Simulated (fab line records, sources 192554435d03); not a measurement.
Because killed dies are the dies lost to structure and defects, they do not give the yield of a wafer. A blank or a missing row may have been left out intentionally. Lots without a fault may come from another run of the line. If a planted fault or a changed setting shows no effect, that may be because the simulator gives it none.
Lot-split experiment | flow n5 finfet | on a route of 1938 steps: 7 lots, 21 wafers read

== THE SPLIT ITSELF ==
At N5_BEOL_M4_COAT_67 (time 60 s, resist thk 60 nm), the setting spin rpm was moved away from the recipe's 1500 rpm on 8 of the 21 wafers read, by -4.7% to +10.3%. This setting was run at the recipe's value on the other wafers.

Reading taken at the split's own step.

== THE READING ==
SOC_of_BEOL_M4_COAT_67.thk nm (the simulator's own value, which no gauge read), in nm, at N5_BEOL_M4_COAT_67 (time 60 s, resist thk 60 nm). The file gives no usual value for it. Average 60.0 nm, standard deviation 0.095 nm, over the 13 wafers here run with the recipe.

wafer  | tool, chamber at the split | spin rpm as run, rpm | against the recipe | SOC_of_BEOL_M4_COAT_67.thk nm, nm | against lot-mates on the recipe
L078.1 | litho track-03, 0          | 1500                 | recipe             | 60                                | -
L078.4 | litho track-03, 0          | 1500                 | recipe             | 60                                | -
L078.6 | litho track-03, 0          | 1589                 | +5.9%              | 58.2                              | -1.8
L079.2 | litho track-03, 0          | 1500                 | recipe             | 60.2                              | -
L079.3 | litho track-03, 0          | 1500                 | recipe             | 60                                | -
L079.5 | litho track-03, 0          | 1500                 | recipe             | 60                                | -
L089.2 | litho track-03, 0          | 1555                 | +3.7%              | 59                                | -1.0
L089.4 | litho track-03, 0          | 1555                 | +3.7%              | 59                                | -1.0
L089.5 | litho track-03, 0          | 1500                 | recipe             | 60                                | -
L092.2 | litho track-05, 0          | 1558                 | +3.9%              | 59                                | no lot-mate on the recipe
L092.3 | litho track-05, 0          | 1558                 | +3.9%              | 59                                | no lot-mate on the recipe
L092.5 | litho track-05, 0          | 1558                 | +3.9%              | 59                                | no lot-mate on the recipe
L091.1 | litho track-03, 0          | 1430                 | -4.7%              | 61.6                              | +1.7
L091.3 | litho track-03, 0          | 1500                 | recipe             | 59.8                              | -
L091.4 | litho track-03, 0          | 1500                 | recipe             | 60                                | -
L093.3 | litho track-03, 0          | 1654                 | +10.3%             | 57.2                              | -2.8
L093.5 | litho track-03, 0          | 1500                 | recipe             | 60                                | -
L093.6 | litho track-03, 0          | 1500                 | recipe             | 60                                | -
L097.2 | litho track-05, 0          | 1500                 | recipe             | 60                                | -
L097.4 | litho track-05, 0          | 1500                 | recipe             | 60                                | -
L097.3 | litho track-05, 0          | 1500                 | recipe             | 60.2                              | -

THE FIT
A straight line over all 21 wafers: SOC_of_BEOL_M4_COAT_67.thk nm changes by -0.287 nm for each +1% of spin rpm; r = -0.99; the points scatter about the line by 0.11 nm.
The same after taking each lot's own level away (the mean of its wafers on the recipe; 18 wafers): -0.292 nm for each +1%; r = -0.99; scatter 0.12 nm.
On that fit, the largest move of spin rpm shifts the reading by 3 nm.
Across the lots, their own levels run from 59.90 to 60.07 nm, a range of 1.8 times the standard deviation given above.
The two slopes agree, so the slope changes little with the lot-to-lot level.
Check: for one of the wafers moved furthest among these (+10.3%), held out of the fit, the line's prediction against its lot-mates is -3.18 nm. It came out at -2.8 nm against them.

== ADDITIONAL SPLITS CARRIED BY THESE WAFERS ==
Before the reading, these wafers also passed through other splits. Each is held against what the fit with the lots' levels taken away leaves over:
other split on the same wafers   | wafers away from the commonest value | r with SOC_of_BEOL_M4_COAT_67.thk nm (lot level and that fit taken away)
N5_BEOL_M0_SAQP_COAT_34 spin rpm | 7                                    | +0.50
N5_BEOL_M2_EXPOSE_08 dose mj     | 10                                   | -0.30
N5_BEOL_M2_ETCH_70 time s        | 5                                    | +0.20
N5_BEOL_M2_TRENCH_ETCH_37 time s | 11                                   | -0.22

== THE FILE'S OWN FIT ==
SOC_of_BEOL_M4_COAT_67.thk nm changes by -0.29 nm for each +1% of spin rpm, r = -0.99.
